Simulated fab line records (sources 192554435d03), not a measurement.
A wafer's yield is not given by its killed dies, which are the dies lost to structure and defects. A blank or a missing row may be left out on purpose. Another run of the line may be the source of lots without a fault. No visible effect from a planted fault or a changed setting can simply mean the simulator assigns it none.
A struck lot beside a sound one + flow n5 finfet + 29 out of 1938 route steps
Sound: wafers L664.1, L664.4, L664.6. Struck: wafer L682.2. (L682.4 of the same lot was not struck and is left out.) The cause comes at the end.
Each step with rows lists, per side, the tool, then ch with its chambers, then its first start. Under that, the readings that differ: sound wafers + struck wafers + difference of the means + sigmas: that difference in standard deviations of wafers without a fault.
alike: readings whose means differ by less than 2 such deviations, and words and numbers that are the same on both sides. not compared: withheld readings, readings that some wafer has no value for, bounds like >300 that may hide the same value, and numbers for which the record gives no deviation and whose values overlap.
A row with sigmas, a row that says differs or no value, or rows on one side alone: a step with any of these is where the two part. Numbers that have no deviation but don't overlap get no sigmas and don't part them. A reading missing from all wafers of one side parts the sides only when that side holds two or more wafers.

first, 9 steps without rows for these wafers: N5_BEOL_M15_COAT_22 (resist thk 800 nm); N5_BEOL_M15_EBR_24; N5_BEOL_M15_SOFTBAKE_23 (time 60 s); N5_BEOL_M15_EXPOSE_25 (exposes mask M15, target cd 400 nm); N5_BEOL_M15_PEB_26 (peb time 90 s); N5_BEOL_M15_DEVELOP_27 (develop time 45 s); N5_BEOL_M15_HARDBAKE_32 (time 120 s); N5_BEOL_M15_DESCUM_33 (chemistry O2, time 7.9 s); N5_BEOL_M15_ETCH_61 (etches BARC in N2/H2, target depth 89 nm, overetch 26.7 nm, time 67.9 s).
N5_BEOL_M15_TRENCH_ETCH_34: etches SiO2 in C4F8/O2/Ar, target depth 872.93 nm, time 199 s.
  sound on rie diel-06 ch 0,2,3, day 15 12:05; struck on rie diel-06 ch 0, day 20 17:35
| reading                                    | sound           | struck | difference | sigmas |
|--------------------------------------------|-----------------|--------|------------|--------|
| model.etch.depth nm (nm)                   | 845 895.4 866.5 | 1081   | +212       |        |
| model.coat_of_BEOL_M15_COAT_22.thk nm (nm) | 555 536.8 549.6 | 510.4  | -36.7      |        |
  alike: drypump motor current A, mfc ar sccm, oes product au, rf fwd power W, rf vpp V, showerhead plenum p Torr, throttle valve pct
  not compared: rf hours counter h
then, 13 steps without rows for these wafers: N5_BEOL_M15_STRIP_36 (strips in O2); N5_BEOL_M15_STRIP_62 (strips in O2); N5_BEOL_M15_STRIP_37 (strips in O2); N5_BEOL_M15_ETCH_38 (etches SiCN in CF4/N2, target depth 106.4 nm, time 120.5 s); N5_BEOL_M15_PRECLEAN_39 (cleans in residue remover, time 60 s); N5_BEOL_M15_SRD_40 (time 30 s, dry time 30 s); N5_BEOL_M15_DEGAS_41 (time 60 s); N5_BEOL_M15_PRE_CLEAN_42 (time 30 s); N5_BEOL_M15_SPUTTER_43 (material TaN, target thk 15 nm, time 24.19 s); N5_BEOL_M15_SPUTTER_44 (material Ta, target thk 15 nm, time 24.19 s); N5_BEOL_M15_SPUTTER_45 (material Cu, target thk 100 nm, time 16.67 s); N5_BEOL_M15_ECD_47 (material Cu, target thk 1860 nm); N5_BEOL_M15_ANNEAL_48 (time 90 s).
N5_BEOL_M15_CMP_49: polishes, stops on SiO2, t overpolish 4.9 s, target thk 850 nm.
  sound on cmp-02 ch 2,3, day 15 14:14; struck on cmp-03 ch 3, day 21 00:04
| reading                                 | sound             | struck | difference | sigmas |
|-----------------------------------------|-------------------|--------|------------|--------|
| slurry filter dp kPa (kPa)              | 13.47 13.34 13.54 | 13.77  | +0.32      | +2     |
| model.Cu_of_BEOL_M15_ECD_47.thk nm (nm) | 821.6 871.8 843.6 | 1057   | +211       |        |
  alike: motor current A
N5_BEOL_M15_THK_MEAS_50: measures by xrf.
  sound: film metro-02 at day 15 14:31; struck: film metro-01 at day 21 00:22
| reading      | sound       | struck | difference | sigmas |
|--------------|-------------|--------|------------|--------|
| M15_THK (nm) | 837 886 856 | 1053   | +193       | +8     |
then, 2 steps without rows for these wafers: N5_BEOL_M15_PRE_CLEAN_52 (time 15 s); N5_BEOL_M15_DEP_53 (deposits SiCN from 3MS/NH3, target thk 50 nm, time 17.8 s).
N5_BEOL_M15_RS_MEAS_54: uses a four-point probe to measure.
  sound: film metro-01 at day 15 14:39; struck: film metro-01 at day 21 00:31
| reading         | sound                | struck | difference | sigmas |
|-----------------|----------------------|--------|------------|--------|
| M15_RS (ohm/sq) | 0.0223 0.0210 0.0217 | 0.0172 | -0.0045    | -8     |
N5_PASSIVATION_PROBE_49:
  the record has rows for the struck wafers here (prober-02, day 21 16:13) and none for the sound ones

## WHERE THEY PART
Last at N5_PASSIVATION_PROBE_49 as far as this record goes, first at N5_BEOL_M15_CMP_49.

WHY: whatever the simulator had introduced
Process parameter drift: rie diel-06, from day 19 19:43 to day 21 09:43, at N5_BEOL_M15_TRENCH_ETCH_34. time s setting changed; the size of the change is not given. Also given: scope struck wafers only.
